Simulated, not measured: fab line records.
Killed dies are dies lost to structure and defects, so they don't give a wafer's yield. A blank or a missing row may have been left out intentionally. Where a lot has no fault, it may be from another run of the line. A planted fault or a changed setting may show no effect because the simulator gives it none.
3 desks looking at one fault + flow n5_finfet + only its own numbers are on each desk; what lay behind them is given at the end

THE DEFECT DESK
Lot by lot, what the route's inspections counted, given as the mean of those sampled wafers with a number. The brackets show how far a lot's mean lies from the usual mean; more than 4 standard deviations puts the lot out of limits, marked OUT.
Columns: A = raw_defect_count at N5_DUMMY_GATE_INSPECT_27, usual 302; B = raw_defect_count at N5_SPACER0_INSPECT_04, usual 137; C = raw_defect_count at N5_SD_EPI_N_INSPECT_11, usual 2.2
| lot  | first seen here | A   | B   | C   |
|------|-----------------|-----|-----|-----|
| L266 | day 2 23:52     | 420 | 162 | 2.3 |
| L275 | day 5 06:31     | 244 | 118 | 1.0 |
| L283 | day 7 06:44     | 369 | 145 | 1.7 |
| L286 | day 8 03:26     | 312 | 158 | 2.5 |
| L289 | day 8 17:53     | 381 | 156 | 2.3 |
This desk's finding: nothing out of limits on any of the 5 lots.

FROM THE METROLOGY DESK
Lot by lot, what the gauges showed, no matter which tool ran the lot: averages of those sampled wafers that carry a number. The brackets show how far a lot's mean lies from the usual mean; more than 4 standard deviations puts the lot out of limits, marked OUT.
Columns: A = cd_nm at N5_SD_EPI_N_CD_MEAS_09, usual 120.0 nm; B = SD_N_BLK_OVL at N5_SD_EPI_N_OVL_MEAS_10, usual -0.2 nm
| lot  | first seen here | A     | B    |
|------|-----------------|-------|------|
| L266 | day 3 00:45     | 119.4 | 0.1  |
| L275 | day 5 07:41     | 119.5 | 0.1  |
| L283 | day 7 07:37     | 120.9 | 0.5  |
| L286 | day 8 04:27     | 120.2 | 1.2  |
| L289 | day 8 21:34     | 119.6 | -0.6 |
This desk's finding: nothing out of limits on any of the 5 lots.

TOOL OWNER'S DESK, litho_track-02
The tool's own readings at N5_SD_EPI_N_PEB_07 (peb time 60 s): means of the sampled wafers that have a number, for each lot that ran on this tool. The brackets show how far a lot's mean lies from the usual mean; more than 4 standard deviations puts the lot out of limits, marked OUT.
Columns: A = chill_plate_temp_C at N5_SD_EPI_N_PEB_07, usual 23.00 C
| lot  | first seen here | A     |
|------|-----------------|-------|
| L266 | day 3 00:41     | 23.01 |
| L275 | day 5 07:37     | 22.94 |
This desk's finding: nothing out of limits on any of the 2 lots.

BROUGHT TOGETHER
No out-of-limits result turned up at the defect desk.
The metrology desk saw nothing out of limits.
The tool owner's desk saw nothing out of limits.

WHAT WAS PUT IN BY THE SIMULATOR
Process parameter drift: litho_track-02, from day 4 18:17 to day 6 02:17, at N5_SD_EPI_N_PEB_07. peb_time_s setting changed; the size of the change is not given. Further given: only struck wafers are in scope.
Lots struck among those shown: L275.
